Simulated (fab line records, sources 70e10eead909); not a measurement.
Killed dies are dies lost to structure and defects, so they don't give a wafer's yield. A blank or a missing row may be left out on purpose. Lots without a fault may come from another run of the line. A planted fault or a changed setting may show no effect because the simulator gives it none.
Problem report in the 8D (eight disciplines) form, filled by code | flow nand_harc | the parts of the form that need people (team, actions taken, sign-off) are left out

1. THE PROBLEM
killed_at_array at NHARC_END_SORT_01 reads a mean of 676 on 2 wafers of 2 lots; wafers without a fault read 58 with a standard deviation of 22. That is +28 standard deviations from the usual mean.
First seen on wafer L264.2, day 29 06:10, on prober-01. The record holds 6 wafers of 2 lots with a number at this step. Rule for "out", or "out of limits": more than 4 standard deviations from the usual mean. The other wafers with a number count as sound.

2. WHAT IT IS AND WHAT IT IS NOT
question                    | is                           | is not
which readings at this step | killed_at_array, killed_dies | killed_at_other, killed_at_periphery, killed_open, killed_short
which lots                  | L264, L265                   | -
which wafers of those lots  | L264.2, L265.4               | L264.1, L264.6, L265.1, L265.5
read on which gauges        | prober-01, prober-02         | -
when                        | from day 29 06:10            | up to then (2 sound wafers); but 2 sound wafers of L264, L265 came after

3. SUSPECTS, AND WHAT RULES EACH OUT
Counting: a tool at a process step up to the reading stays a suspect if it ran every lot that is out. Sound lots after the first of them don't rule it out here, since some wafers of a struck lot are sound.
- the gauge at NHARC_END_SORT_01: ruled out. The wafers that are out were read on 2 gauges (prober-01, prober-02).
- pecvd-04 at NHARC_A_SLIT_DEP_23 (deposits SiON, target thk 100 nm): kept. It ran every lot that is out, first L265 (day 24 13:30).
Left after counting: pecvd-04 at NHARC_A_SLIT_DEP_23.

4. THE CAUSE (what the simulator had put in)
Process parameter drift: pecvd-04, from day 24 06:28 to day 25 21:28, at NHARC_A_SLIT_DEP_23. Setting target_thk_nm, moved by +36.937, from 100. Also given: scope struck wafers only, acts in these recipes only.
Counting left only this tool.

5. THE CHAIN OF EFFECTS, in route order
Each row: a reading whose mean over the struck wafers that have a number lies more than 3 standard deviations from the usual. Only readings for which the record gives a usual standard deviation are gone through. hours: the time from each lot's start at the first step in this table that gives one to its start at this step, as a median over the lots. sigmas: the change in usual standard deviations.
hours | step              | reading         | usual | on struck wafers | change | sigmas
0     | NHARC_END_SORT_01 | killed_at_array | 58    | 676              | +618   | +28
0     | NHARC_END_SORT_01 | killed_dies     | 64    | 677              | +613   | +28

6. WHAT WOULD HAVE CAUGHT IT SOONER
In this record the first reading out of limits at a measuring or inspecting step was taken at day 29 06:10, 120 hours after the fault began at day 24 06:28.
Of the tool readings at NHARC_A_SLIT_DEP_23 for which the record gives a usual standard deviation, none was out on any struck wafer, so an alarm limit of 4 standard deviations on them would not have fired.
All the lots that are out (2) had begun NHARC_A_SLIT_DEP_23 on pecvd-04 by day 29 06:10. A hold on the tool at that time would have spared none of them.
